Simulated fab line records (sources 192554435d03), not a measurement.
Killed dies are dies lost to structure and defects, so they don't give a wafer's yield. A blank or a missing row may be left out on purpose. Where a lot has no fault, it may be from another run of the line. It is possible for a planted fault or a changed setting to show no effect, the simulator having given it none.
Problem report in the 8D (eight disciplines) form, filled by code	flow n5Finfet	the parts of the form that need people (team, actions taken, sign-off) are left out

## 1. THE PROBLEM
Mean of killed_at_M4_up at N5_PASSIVATION_PROBE_49: 153 across 6 wafers in 2 lots; on wafers with no fault it is 13 (standard deviation 5.4). That is +26 standard deviations from the usual mean.
First seen on wafer L447.1, day 17 11:22, on prober-02. At this step, 13 wafers from 5 lots have a number in the record. By rule, "out" or "out of limits" means more than 4 standard deviations away from the usual mean. Any other wafer with a number is counted as sound.

## 2. WHAT IT IS AND WHAT IT IS NOT
question	is	is not
which readings at this step	killed_at_M4_up, defectLimitedYield, killedDies, sort_bin_5_function, sortNPass, sortYieldPct	killed_at_M0_to_M3, killedAtContacts, killedAtFrontEnd, sort_bin_4_leakage, sort_bin_8_speed
which lots	L447, L449	L431, L432, L443
which wafers of those lots	all that have a number	-
read on which tools	prober-02	-
when	from day 17 11:22	up to then (7 sound wafers)

## 3. SUSPECTS, AND WHAT RULES EACH OUT
Counting: any tool at a process step up to the reading is kept as a suspect provided that every lot that is out went through it and no sound lot did after the first of them.
- pvdSputter-02 at N5_BEOL_M5_SPUTTER_48 (material Cu, target thk 15 nm, time 27.62 s): kept. Every lot that is out went through it, starting with L447 (day 13 13:40), and after that it ran no sound lot; the last sound lot it ran before then is L431 (day 9 09:00).
- prober-02 at N5_PASSIVATION_PROBE_49: kept. Every lot that is out went through it, starting with L447 (day 17 11:22), and after that it ran no sound lot; the last sound lot it ran before then is L443 (day 16 02:24). Out on those wafers are its own readings of defectLimitedYield, killed_at_M4_up, killedDies, sort_bin_5_function, sortNPass, sortYieldPct.
What counting leaves: pvdSputter-02 at N5_BEOL_M5_SPUTTER_48 and prober-02 at N5_PASSIVATION_PROBE_49.

## 4. THE CAUSE (what the simulator had put in)
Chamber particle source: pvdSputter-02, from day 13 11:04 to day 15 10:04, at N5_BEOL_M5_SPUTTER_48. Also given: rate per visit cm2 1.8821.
Counting leaves 2 suspects; this tool is one of them.

## 5. SEQUENCE OF EFFECTS, ordered by route
Rows list readings where the struck wafers' mean (over those with a number) sits beyond 3 standard deviations from the usual. Only readings for which the record gives a usual standard deviation are gone through. hours: the time from each lot's start at the first step in this table that gives one to its start at this step, as a median over the lots. sigmas: the change in usual standard deviations.
hours	step	reading	usual	on struck wafers	change	sigmas
0	N5_PASSIVATION_PROBE_49	defectLimitedYield	91.0 %	81.2	-9.8	-7.0
0	N5_PASSIVATION_PROBE_49	killed_at_M4_up	13	153	+140	+26
0	N5_PASSIVATION_PROBE_49	killedDies	106	222	+116	+6.8
0	N5_PASSIVATION_PROBE_49	sort_bin_5_function	5.2 %	11.1	+5.9	+5.9
0	N5_PASSIVATION_PROBE_49	sortNPass	1074	958	-116	-6.4
0	N5_PASSIVATION_PROBE_49	sortYieldPct	91.0 %	81.2	-9.8	-6.1
Its process steps:
- N5_PASSIVATION_PROBE_49

## 6. HOW IT WOULD HAVE BEEN CAUGHT EARLIER
The fault began at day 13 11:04; the first out-of-limits reading in this record came at day 17 11:22, 96 hours later.
No tool reading at N5_BEOL_M5_SPUTTER_48 that has a usual standard deviation in the record was out on any struck wafer, so an alarm limit of 4 standard deviations on those readings would not have fired.
The start of N5_BEOL_M5_SPUTTER_48 on pvdSputter-02 came by day 17 11:22 for every one of the lots that are out (2). Tool hold at that time: it would have spared none of them.
